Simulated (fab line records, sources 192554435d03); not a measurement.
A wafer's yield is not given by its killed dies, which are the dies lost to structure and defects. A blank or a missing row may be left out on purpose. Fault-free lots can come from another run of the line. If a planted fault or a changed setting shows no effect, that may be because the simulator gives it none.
Matching of chambers || flow n5_finfet || N5_BEOL_M6_ILD_DEP_00 on pecvd-03: 3 sister chambers
The step deposits SiCOH lowk from DEMS/porogen, target thk 179.75 nm, time 33.4 s. 3 wafers are shown with their chamber, then 7 later ones without.

WAFERS, EACH WITH ITS CHAMBER
{"wafer": "L085.1", "chamber": 1, "throttle_valve_pct (%)": 12.9}
{"wafer": "L087.3", "chamber": 0, "throttle_valve_pct (%)": 13.9}
{"wafer": "L087.4", "chamber": 2, "throttle_valve_pct (%)": 12.7}

WAFERS WHOSE CHAMBER IS MISSING
{"wafer": "L087.5", "throttle_valve_pct (%)": 13.9}
{"wafer": "L090.4", "throttle_valve_pct (%)": 12.9}
{"wafer": "L090.5", "throttle_valve_pct (%)": 13.1}
{"wafer": "L090.6", "throttle_valve_pct (%)": 13.9}
{"wafer": "L092.1", "throttle_valve_pct (%)": 12.7}
{"wafer": "L092.2", "throttle_valve_pct (%)": 13.2}
{"wafer": "L092.5", "throttle_valve_pct (%)": 13.9}

CHAMBER TAKEN BY EACH
{"wafer": "L087.5", "from the rows above": 0, "in truth": 0}
{"wafer": "L090.4", "from the rows above": "can't be placed: 1 or 2", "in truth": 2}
{"wafer": "L090.5", "from the rows above": "can't be placed: 1 or 2", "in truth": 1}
{"wafer": "L090.6", "from the rows above": 0, "in truth": 0}
{"wafer": "L092.1", "from the rows above": "can't be placed: 2 or 1", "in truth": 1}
{"wafer": "L092.2", "from the rows above": "can't be placed: 1 or 2", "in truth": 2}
{"wafer": "L092.5", "from the rows above": 0, "in truth": 0}
3 of 7 placed correctly. From these rows, 4 cannot be placed; in 4 the true chamber is one of the candidates. Wrongly placed: 0.
How it was worked out, from the rows above alone: a wafer's distance from a chamber is the root of the sum, over the readings, of the square of ((its reading less the chamber's mean) divided by the reading's scatter). The wafer belongs to the nearest chamber; if the next one is less than 2 further off, it can't be placed. Each chamber's mean is taken over the wafers shown for it. The scatter (one wafer shown for each chamber): square how far every hidden wafer sits from the nearest shown wafer, average those squares and take the square root.
